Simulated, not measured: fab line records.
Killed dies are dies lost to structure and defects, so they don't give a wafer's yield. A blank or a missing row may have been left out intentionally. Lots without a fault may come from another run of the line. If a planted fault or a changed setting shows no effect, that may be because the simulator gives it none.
Matching of chambers + flow n5-finfet + N5_BEOL_M9_PECVD_70 on pecvd-02: 3 sister chambers
The step deposits SiO2 from TEOS/O2, target thk 20 nm, time 22.7 s. 3 wafers are shown with their chamber, then 8 later ones without.

WAFERS PAIRED WITH THEIR CHAMBERS
| wafer  | chamber | throttle-valve-pct (%) |
|--------|---------|------------------------|
| L091.2 | 0       | 21.3                   |
| L091.6 | 2       | 21.2                   |
| L092.1 | 1       | 25.5                   |

WAFERS MISSING THEIR CHAMBER
| wafer  | throttle-valve-pct (%) |
|--------|------------------------|
| L092.2 | 21.3                   |
| L092.3 | 20.7                   |
| L097.3 | 21.3                   |
| L097.4 | 21.1                   |
| L097.5 | 21.2                   |
| L096.2 | 21.3                   |
| L096.4 | 20.9                   |
| L096.5 | 21.1                   |

WHICH CHAMBER EACH WENT THROUGH
| wafer  | from the rows above     | in truth |
|--------|-------------------------|----------|
| L092.2 | can't be placed: 0 or 2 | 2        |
| L092.3 | can't be placed: 2 or 0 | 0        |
| L097.3 | can't be placed: 0 or 2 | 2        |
| L097.4 | can't be placed: 2 or 0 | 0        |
| L097.5 | can't be placed: 2 or 0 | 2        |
| L096.2 | can't be placed: 0 or 2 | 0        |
| L096.4 | can't be placed: 2 or 0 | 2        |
| L096.5 | can't be placed: 2 or 0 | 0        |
Correctly placed: 0 of 8. From these rows, 8 cannot be placed; in 8 the true chamber is one of the candidates. Number placed wrongly: 0.
How it was worked out, from the rows above alone: a wafer's distance from a chamber is the root of the sum, over the readings, of the square of ((its reading less the chamber's mean) divided by the reading's scatter). If the next closest chamber is less than 2 further off than the closest, the wafer can't be placed; otherwise it belongs to the closest. A chamber's mean is the mean of its shown wafers. The scatter (one wafer shown for each chamber): square how far every hidden wafer sits from the nearest shown wafer, average those squares and take the square root.
